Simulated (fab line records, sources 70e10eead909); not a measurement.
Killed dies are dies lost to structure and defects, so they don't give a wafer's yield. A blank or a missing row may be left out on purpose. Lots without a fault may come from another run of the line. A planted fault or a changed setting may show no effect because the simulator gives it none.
Chamber matching | flow nand_harc | NHARC_P_CONTACT_STRIP_28 on rie_diel-12: 4 sister chambers
The step strips in O2. 18 wafers are shown with their chamber, then 9 later ones without.

WAFERS WITH THEIR CHAMBER
wafer  | chamber | showerhead_plenum_p_Torr (Torr) | drypump_motor_current_A (A) | rf_vpp_V (V)
L076.2 | 1       | 3.69                            | 5.4                         | 58.1
L076.4 | 2       | 3.59                            | 5.5                         | 57.5
L076.6 | 3       | 3.32                            | 6.4                         | 58.7
L085.2 | 3       | 3.32                            | 6.5                         | 57.0
L085.4 | 0       | 3.54                            | 5.4                         | 58.2
L085.6 | 3       | 3.32                            | 6.4                         | 56.9
L087.1 | 2       | 3.59                            | 5.5                         | 56.6
L087.4 | 3       | 3.32                            | 6.4                         | 57.1
L087.6 | 3       | 3.32                            | 6.4                         | 56.2
L089.3 | 3       | 3.32                            | 6.4                         | 56.4
L089.4 | 2       | 3.59                            | 5.6                         | 57.2
L089.6 | 1       | 3.69                            | 5.4                         | 57.7
L088.3 | 0       | 3.54                            | 5.4                         | 57.7
L088.4 | 3       | 3.32                            | 6.4                         | 58.0
L088.5 | 3       | 3.32                            | 6.4                         | 56.4
L093.1 | 1       | 3.69                            | 5.4                         | 57.7
L093.2 | 3       | 3.31                            | 6.4                         | 56.5
L093.4 | 2       | 3.59                            | 5.5                         | 58.3

SIGNATURES (means of the wafers above)
reading                  | chamber 0 | chamber 1 | chamber 2 | chamber 3 | scatter within a chamber
showerhead_plenum_p_Torr | 3.5400    | 3.6900    | 3.5900    | 3.3189    | 0.00252
drypump_motor_current_A  | 5.400     | 5.400     | 5.525     | 6.411     | 0.0342
rf_vpp_V                 | 57.950    | 57.833    | 57.400    | 57.022    | 0.719
Rule: a wafer's distance from a chamber is the root of the sum, over the readings, of the square of ((its reading less the chamber's mean) divided by the reading's scatter). The wafer belongs to the nearest chamber; if the next one is less than 2 further off, it can't be placed. The scatter: the root of (the sum of the squares of (reading less its chamber's mean) over the shown wafers, divided by (wafers less chambers)).

WAFERS WITHOUT THEIR CHAMBER
wafer  | showerhead_plenum_p_Torr (Torr) | drypump_motor_current_A (A) | rf_vpp_V (V)
L095.1 | 3.59                            | 5.6                         | 57.5
L095.5 | 3.31                            | 6.4                         | 57.9
L095.6 | 3.53                            | 5.4                         | 56.6
L094.2 | 3.31                            | 6.4                         | 57.7
L094.3 | 3.53                            | 5.4                         | 57.0
L094.6 | 3.59                            | 5.6                         | 57.4
L096.3 | 3.59                            | 5.6                         | 57.3
L096.4 | 3.69                            | 5.4                         | 56.0
L096.6 | 3.68                            | 5.4                         | 57.6

WHICH CHAMBER EACH WENT THROUGH
wafer  | from the rows above | in truth
L095.1 | 2                   | 2
L095.5 | 3                   | 3
L095.6 | 0                   | 0
L094.2 | 3                   | 3
L094.3 | 0                   | 0
L094.6 | 2                   | 2
L096.3 | 2                   | 2
L096.4 | 1                   | 1
L096.6 | 1                   | 1
Placed correctly: 9 of 9. Can't be placed from these rows: 0. Placed wrongly: 0.
